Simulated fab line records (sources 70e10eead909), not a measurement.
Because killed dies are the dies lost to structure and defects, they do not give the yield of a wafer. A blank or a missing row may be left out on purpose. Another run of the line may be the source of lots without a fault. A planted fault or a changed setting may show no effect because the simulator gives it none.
A lot that was struck, set against a sound lot :: flow nandHarc :: 21 out of 1159 route steps
Sound: the wafers L853.2, L853.4, L853.6. Wafers struck: L843.4, L843.5, L843.6. The cause comes at the end.
Order at every step that has rows: each side's tool, ch and its chambers, its first start. Under that, the readings that differ: sound wafers :: struck wafers :: difference of the means :: sigmas: that difference in standard deviations of wafers without a fault.
alike: readings whose means differ by less than 2 such deviations, and words and numbers that are the same on both sides. not compared: withheld readings, readings that some wafer has no value for, bounds like >300 that may hide the same value, and numbers for which the record gives no deviation and whose values overlap.
A row with sigmas, a row that says differs or no value, or rows on one side alone: a step with any of these is where the two part. When numbers do not overlap yet have no deviation, they are printed without sigmas and do not part them. Lack of a reading on every wafer of one side parts them only where that side has two or more wafers.

NHARC_A_CONTACT_CVD_19: deposits W, target thk 300 nm, time 802 s.
  sound on cvdW-02 ch 0,1; struck on cvdW-02 ch 0,1
  alike: heaterPowerW, mfcWf6Sccm, throttleValvePct
NHARC_A_CONTACT_CMP_20: polishes, t overpolish 30 s, target thk 300 nm.
  sound on cmp-01 ch 0,2, day 23 05:41; struck on cmp-04 ch 0,2,3, day 19 20:11
  alike: motorCurrentA, overpolishRunS, timeToEndpointS
following that, these wafers have no rows for 1 step: NHARC_A_CONTACT_SRD_22.
NHARC_A_CONTACT_INSPECT_23:
  struck on defectInspect-02, day 19 20:31; sound on defectInspect-01, day 23 06:05
  alike: rawDefectCount
then, 7 steps without rows for these wafers: NHARC_A_BLC_DEHYDRATE_00 (time 120 s); NHARC_A_BLC_HMDS_01 (time 30 s); NHARC_A_BLC_COAT_02 (time 75 s); NHARC_A_BLC_COAT_03 (time 65 s); NHARC_A_BLC_COAT_04 (resist thk 90 nm); NHARC_A_BLC_SOFTBAKE_05 (time 55 s); NHARC_A_BLC_EBR_06.
NHARC_A_BLC_EXPOSE_07: exposes mask A BLC, target cd 100 nm.
  sound on arfiScanner-01 ch 0, day 23 06:28; struck on arfiScanner-02 ch 0, day 19 20:46
reading: exposureDoseMJCm2
sound: 67.88 67.90 67.92
struck: 66.60 66.53 66.48
difference: -1.36
sigmas: -19
  alike: mask, focusOffsetNm
then, 2 steps without rows for these wafers: NHARC_A_BLC_PEB_08 (peb time 65 s); NHARC_A_BLC_DEVELOP_09 (develop time 35 s).
NHARC_A_BLC_CD_MEAS_10 targets a cd of 100 nm.
  sound on cdSem-02 ch 0, day 23 06:35; struck on cdSem-01 ch 0, day 19 20:54
  alike: cdNm
NHARC_A_BLC_OVL_MEAS_11:
  struck on overlay-01, day 19 20:59; sound on overlay-01, day 23 06:41
  alike: overlayXNm, overlayYNm
NHARC_A_BLC_INSPECT_12:
  struck on defectInspect-02, day 19 21:01; sound on defectInspect-02, day 23 06:43
  alike: rawDefectCount
NHARC_A_BLC_DESCUM_15: chemistry O2, time 3 s.
  sound on rieDiel-04 ch 1,2, day 23 06:47; struck on rieDiel-01 ch 1,2,3, day 19 21:07
  alike: drypumpMotorCurrentA, oesProductAu, rfVppV, showerheadPlenumPTorr, throttleValvePct
  not compared: rfHoursCounterH, model.A_BLC.cdNm
NHARC_A_BLC_ETCH_16: etches the open film in CF4, target depth 39 nm, time 65 s.
  sound on rieDiel-04 ch 0,1,3, day 23 06:52; struck on rieDiel-01 ch 1,2,3, day 19 21:12
  alike: drypumpMotorCurrentA, oesProductAu, rfVppV, showerheadPlenumPTorr, throttleValvePct
  not compared: rfHoursCounterH, model.A_BLC.cdNm
NHARC_A_BLC_ETCH_17: etches the open film in N2/H2, target depth 390 nm, time 609.38 s.
  sound on rieDiel-04 ch 0,1,3; struck on rieDiel-01 ch 1,2,3
  alike: drypumpMotorCurrentA, n2FlowSccm, oesProductAu, rfVppV, showerheadPlenumPTorr, throttleValvePct
  not compared: rfHoursCounterH
-- jump in the record: it breaks off in module A_BLC and resumes in module END (first step shown: number 1159 of the route), and 2 days separate the struck wafers' starts before and after --
NHARC_END_SORT_01:
  at this point the record logs the struck wafers (prober-01 ch 0, day 22 00:35) and has no rows for the sound ones

## WHERE THEY PART
Last at NHARC_END_SORT_01 as far as this record goes, first at NHARC_A_BLC_EXPOSE_07.

WHY: what had been put in by the simulator
Process parameters drifting: arfiScanner-02 at NHARC_A_BLC_EXPOSE_07, beginning at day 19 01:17. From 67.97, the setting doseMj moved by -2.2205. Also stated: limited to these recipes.
